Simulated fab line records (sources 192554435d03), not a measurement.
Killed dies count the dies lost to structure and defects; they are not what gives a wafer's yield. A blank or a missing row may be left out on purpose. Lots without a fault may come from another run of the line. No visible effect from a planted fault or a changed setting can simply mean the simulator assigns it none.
Split-lot trial / flow n5_finfet / 21 wafers read from 7 lots, route of 1938 steps

ON THE SPLIT
At N5_HKMG_FIN_COAT_43 (resist thk 90 nm), the setting spin_rpm was moved away from the recipe's 1500 rpm on 7 of the 21 wafers read, by -8.1% to +11.1%. This setting was run at the recipe's value on the other wafers.

FROM THE SPLIT TO THE READING: what the file shows between them, 2 steps
- N5_HKMG_FIN_EBR_45
- N5_HKMG_FIN_SOFTBAKE_44: time 60 s

THE READING
CAR-ArF_of_HKMG_FIN_COAT_43.thk_nm (the simulator's own value, which no gauge read), in nm, at N5_HKMG_FIN_DESCUM_53 (chemistry O2, time 7.9 s). The file does not state a usual value for it. Here, 14 wafers ran the recipe; their average is 83.5 nm with a standard deviation of 0.23 nm.

wafer=L076.1; tool, chamber at the split=litho_track-04, 0; spin_rpm as run, rpm=1500; against the recipe=recipe; CAR-ArF_of_HKMG_FIN_COAT_43.thk_nm, nm=83.2; against lot-mates on the recipe=-
wafer=L076.3; tool, chamber at the split=litho_track-04, 0; spin_rpm as run, rpm=1500; against the recipe=recipe; CAR-ArF_of_HKMG_FIN_COAT_43.thk_nm, nm=83.4; against lot-mates on the recipe=-
wafer=L076.5; tool, chamber at the split=litho_track-04, 0; spin_rpm as run, rpm=1500; against the recipe=recipe; CAR-ArF_of_HKMG_FIN_COAT_43.thk_nm, nm=83.4; against lot-mates on the recipe=-
wafer=L077.2; tool, chamber at the split=litho_track-04, 0; spin_rpm as run, rpm=1425; against the recipe=-5.0%; CAR-ArF_of_HKMG_FIN_COAT_43.thk_nm, nm=85.4; against lot-mates on the recipe=+2.3
wafer=L077.3; tool, chamber at the split=litho_track-04, 0; spin_rpm as run, rpm=1500; against the recipe=recipe; CAR-ArF_of_HKMG_FIN_COAT_43.thk_nm, nm=83.2; against lot-mates on the recipe=-
wafer=L077.4; tool, chamber at the split=litho_track-04, 0; spin_rpm as run, rpm=1500; against the recipe=recipe; CAR-ArF_of_HKMG_FIN_COAT_43.thk_nm, nm=83; against lot-mates on the recipe=-
wafer=L080.1; tool, chamber at the split=litho_track-02, 0; spin_rpm as run, rpm=1379; against the recipe=-8.1%; CAR-ArF_of_HKMG_FIN_COAT_43.thk_nm, nm=88; against lot-mates on the recipe=+4.2
wafer=L080.3; tool, chamber at the split=litho_track-02, 0; spin_rpm as run, rpm=1500; against the recipe=recipe; CAR-ArF_of_HKMG_FIN_COAT_43.thk_nm, nm=83.8; against lot-mates on the recipe=-
wafer=L080.6; tool, chamber at the split=litho_track-02, 0; spin_rpm as run, rpm=1500; against the recipe=recipe; CAR-ArF_of_HKMG_FIN_COAT_43.thk_nm, nm=83.8; against lot-mates on the recipe=-
wafer=L085.1; tool, chamber at the split=litho_track-02, 0; spin_rpm as run, rpm=1500; against the recipe=recipe; CAR-ArF_of_HKMG_FIN_COAT_43.thk_nm, nm=83.6; against lot-mates on the recipe=-
wafer=L085.3; tool, chamber at the split=litho_track-02, 0; spin_rpm as run, rpm=1500; against the recipe=recipe; CAR-ArF_of_HKMG_FIN_COAT_43.thk_nm, nm=83.6; against lot-mates on the recipe=-
wafer=L085.6; tool, chamber at the split=litho_track-02, 0; spin_rpm as run, rpm=1500; against the recipe=recipe; CAR-ArF_of_HKMG_FIN_COAT_43.thk_nm, nm=83.4; against lot-mates on the recipe=-
wafer=L088.2; tool, chamber at the split=litho_track-02, 0; spin_rpm as run, rpm=1631; against the recipe=+8.7%; CAR-ArF_of_HKMG_FIN_COAT_43.thk_nm, nm=79.6; against lot-mates on the recipe=-4.0
wafer=L088.4; tool, chamber at the split=litho_track-02, 0; spin_rpm as run, rpm=1500; against the recipe=recipe; CAR-ArF_of_HKMG_FIN_COAT_43.thk_nm, nm=83.6; against lot-mates on the recipe=-
wafer=L088.6; tool, chamber at the split=litho_track-02, 0; spin_rpm as run, rpm=1631; against the recipe=+8.7%; CAR-ArF_of_HKMG_FIN_COAT_43.thk_nm, nm=79.8; against lot-mates on the recipe=-3.8
wafer=L093.3; tool, chamber at the split=litho_track-02, 0; spin_rpm as run, rpm=1500; against the recipe=recipe; CAR-ArF_of_HKMG_FIN_COAT_43.thk_nm, nm=83.8; against lot-mates on the recipe=-
wafer=L093.4; tool, chamber at the split=litho_track-02, 0; spin_rpm as run, rpm=1667; against the recipe=+11.1%; CAR-ArF_of_HKMG_FIN_COAT_43.thk_nm, nm=79.2; against lot-mates on the recipe=-4.4
wafer=L093.6; tool, chamber at the split=litho_track-02, 0; spin_rpm as run, rpm=1500; against the recipe=recipe; CAR-ArF_of_HKMG_FIN_COAT_43.thk_nm, nm=83.4; against lot-mates on the recipe=-
wafer=L095.1; tool, chamber at the split=litho_track-02, 0; spin_rpm as run, rpm=1500; against the recipe=recipe; CAR-ArF_of_HKMG_FIN_COAT_43.thk_nm, nm=83.4; against lot-mates on the recipe=-
wafer=L095.2; tool, chamber at the split=litho_track-02, 0; spin_rpm as run, rpm=1610; against the recipe=+7.3%; CAR-ArF_of_HKMG_FIN_COAT_43.thk_nm, nm=80.4; against lot-mates on the recipe=-3.0
wafer=L095.4; tool, chamber at the split=litho_track-02, 0; spin_rpm as run, rpm=1610; against the recipe=+7.3%; CAR-ArF_of_HKMG_FIN_COAT_43.thk_nm, nm=80.6; against lot-mates on the recipe=-2.8

THE FIT
A straight line over all 21 wafers: CAR-ArF_of_HKMG_FIN_COAT_43.thk_nm changes by -0.434 nm for each +1% of spin_rpm; r = -0.99; the points scatter about the line by 0.34 nm.
The same after taking each lot's own level away (the mean of its wafers on the recipe; 21 wafers): -0.438 nm for each +1%; r = -0.99; scatter 0.22 nm.
On that fit, the largest move of spin_rpm shifts the reading by 4.9 nm.
The span of the lots' own levels, 83.10 to 83.80 nm, comes to 3.0 times the standard deviation stated above.
Consequently the slope shifts little with the lot-to-lot level, the two slopes agreeing.
Check: with one of the wafers moved furthest among these (+11.1%) left out of the fit, the line predicts -4.93 nm for it against its lot-mates. Against them it came out at -4.4 nm.

THE OTHER SPLITS THESE WAFERS WENT THROUGH
Note: prior to the reading, these wafers also went through further splits. Each is held against what the fit with the lots' levels taken away leaves over:
other split on the same wafers=N5_ZERO_LAYER_ETCH_18 icp_w; wafers away from the commonest value=9; r with CAR-ArF_of_HKMG_FIN_COAT_43.thk_nm (lot level and that fit taken away)=+0.24
other split on the same wafers=N5_WELL_APT_COAT_02 spin_rpm; wafers away from the commonest value=11; r with CAR-ArF_of_HKMG_FIN_COAT_43.thk_nm (lot level and that fit taken away)=+0.05
other split on the same wafers=N5_FIN_CUT_COAT_19 spin_rpm; wafers away from the commonest value=6; r with CAR-ArF_of_HKMG_FIN_COAT_43.thk_nm (lot level and that fit taken away)=+0.16
other split on the same wafers=N5_FIN_CUT_EXPOSE_05 dose_mj; wafers away from the commonest value=6; r with CAR-ArF_of_HKMG_FIN_COAT_43.thk_nm (lot level and that fit taken away)=-0.17
other split on the same wafers=N5_FIN_CUT_CUT_ETCH_15 time_s; wafers away from the commonest value=9; r with CAR-ArF_of_HKMG_FIN_COAT_43.thk_nm (lot level and that fit taken away)=-0.18
other split on the same wafers=N5_SD_EPI_N_PEB_07 peb_temp_c; wafers away from the commonest value=7; r with CAR-ArF_of_HKMG_FIN_COAT_43.thk_nm (lot level and that fit taken away)=-0.35
other split on the same wafers=N5_SD_EPI_N_EPI_21 epi_growth_time_s; wafers away from the commonest value=7; r with CAR-ArF_of_HKMG_FIN_COAT_43.thk_nm (lot level and that fit taken away)=-0.06
other split on the same wafers=N5_HKMG_FIN_COAT_41 spin_rpm; wafers away from the commonest value=7; r with CAR-ArF_of_HKMG_FIN_COAT_43.thk_nm (lot level and that fit taken away)=-0.07

THE WHOLE CHAIN: every reading that the file lists as answering this split, in the file's order
step=N5_HKMG_FIN_COAT_43; what it does=resist thk 90 nm; reading=CAR-ArF_of_HKMG_FIN_COAT_43.thk_nm (the simulator's own value, which no gauge read); change (the file's fit)=-0.441 nm for each +1% of the setting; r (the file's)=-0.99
step=N5_HKMG_FIN_DESCUM_53; what it does=chemistry O2, time 7.9 s; reading=CAR-ArF_of_HKMG_FIN_COAT_43.thk_nm (the simulator's own value, which no gauge read); change (the file's fit)=-0.435 nm for each +1% of the setting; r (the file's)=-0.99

FILE'S OWN FIT
CAR-ArF_of_HKMG_FIN_COAT_43.thk_nm changes by -0.435 nm for each +1% of spin_rpm, r = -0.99.
